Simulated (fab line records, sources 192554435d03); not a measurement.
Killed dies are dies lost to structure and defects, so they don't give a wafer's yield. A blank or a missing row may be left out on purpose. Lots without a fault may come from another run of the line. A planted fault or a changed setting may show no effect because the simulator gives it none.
Chamber matching | flow n5_finfet | N5_BEOL_M1_ALD_98 on ald_sin-02: 4 sister chambers
The step deposits SiO2, target thk 2.5 nm, pulse time 1 s, co reactant pulse time 1 s. 7 wafers are shown with their chamber, then 8 later ones without.

WAFERS WITH THEIR CHAMBER
wafer  | chamber | heater_power_w (W) | precursor_pulse_height_rel
L082.3 | 0       | 65                 | 0.976
L090.2 | 0       | 65                 | 1.036
L090.3 | 1       | 78                 | 0.989
L090.4 | 3       | 77                 | 0.997
L094.4 | 2       | 78                 | 0.989
L094.5 | 1       | 77                 | 0.976
L096.1 | 2       | 77                 | 0.960

WAFERS WITHOUT THEIR CHAMBER
wafer  | heater_power_w (W) | precursor_pulse_height_rel
L096.2 | 66                 | 1.025
L096.3 | 79                 | 1.035
L096.4 | 65                 | 0.998
L096.5 | 81                 | 0.987
L096.6 | 79                 | 0.990
L097.3 | 66                 | 0.992
L097.5 | 76                 | 0.996
L097.6 | 77                 | 0.990

WHICH CHAMBER EACH WENT THROUGH
wafer  | from the rows above          | in truth
L096.2 | 0                            | 0
L096.3 | can't be placed: 1 or 2 or 3 | 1
L096.4 | 0                            | 0
L096.5 | can't be placed: 1 or 2 or 3 | 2
L096.6 | can't be placed: 1 or 2 or 3 | 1
L097.3 | 0                            | 0
L097.5 | can't be placed: 3 or 1 or 2 | 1
L097.6 | can't be placed: 3 or 1 or 2 | 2
Placed correctly: 3 of 8. Can't be placed from these rows: 5 (the true chamber is among the candidates in 5). Placed wrongly: 0.
How it was worked out, from the rows above alone: a wafer's distance from a chamber is the root of the sum, over the readings, of the square of ((its reading less the chamber's mean) divided by the reading's scatter). The wafer belongs to the nearest chamber; if the next one is less than 2 further off, it can't be placed. A chamber's mean is the mean of its shown wafers. The scatter: the root of (the sum of the squares of (reading less its chamber's mean) over the shown wafers, divided by (wafers less chambers)).
